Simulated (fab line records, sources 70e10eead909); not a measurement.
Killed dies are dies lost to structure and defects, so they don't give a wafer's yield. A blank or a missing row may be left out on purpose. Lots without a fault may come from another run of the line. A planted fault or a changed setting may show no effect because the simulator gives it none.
Chamber matching | flow nand_harc | NHARC_A_STAIRCASE_TRIM_20 on rie_diel-08: 4 sister chambers
The step chemistry O2, time 211.2 s. 8 wafers are shown with their chamber, then 8 later ones without.

WAFERS WITH THEIR CHAMBER
wafer  | chamber | showerhead_plenum_p_Torr (Torr) | rf_vpp_V (V)
L085.2 | 0       | 3.39                            | 58.5
L086.1 | 3       | 3.76                            | 58.2
L086.3 | 0       | 3.39                            | 56.9
L086.4 | 2       | 3.36                            | 57.3
L091.2 | 3       | 3.75                            | 58.4
L091.4 | 2       | 3.35                            | 56.6
L091.5 | 1       | 3.52                            | 56.3
L092.1 | 1       | 3.52                            | 57.3

WAFERS WITHOUT THEIR CHAMBER
wafer  | showerhead_plenum_p_Torr (Torr) | rf_vpp_V (V)
L092.2 | 3.35                            | 56.9
L092.3 | 3.38                            | 56.3
L095.2 | 3.75                            | 58.7
L095.4 | 3.51                            | 57.5
L095.5 | 3.75                            | 56.8
L097.2 | 3.34                            | 57.0
L097.4 | 3.51                            | 57.4
L097.6 | 3.51                            | 57.9

WHICH CHAMBER EACH WENT THROUGH
wafer  | from the rows above | in truth
L092.2 | 2                   | 2
L092.3 | 0                   | 0
L095.2 | 3                   | 3
L095.4 | 1                   | 1
L095.5 | 3                   | 3
L097.2 | 2                   | 2
L097.4 | 1                   | 1
L097.6 | 1                   | 1
Placed correctly: 8 of 8. Can't be placed from these rows: 0. Placed wrongly: 0.
How it was worked out, from the rows above alone: a wafer's distance from a chamber is the root of the sum, over the readings, of the square of ((its reading less the chamber's mean) divided by the reading's scatter). The wafer belongs to the nearest chamber; if the next one is less than 2 further off, it can't be placed. A chamber's mean is the mean of its shown wafers. The scatter: the root of (the sum of the squares of (reading less its chamber's mean) over the shown wafers, divided by (wafers less chambers)).
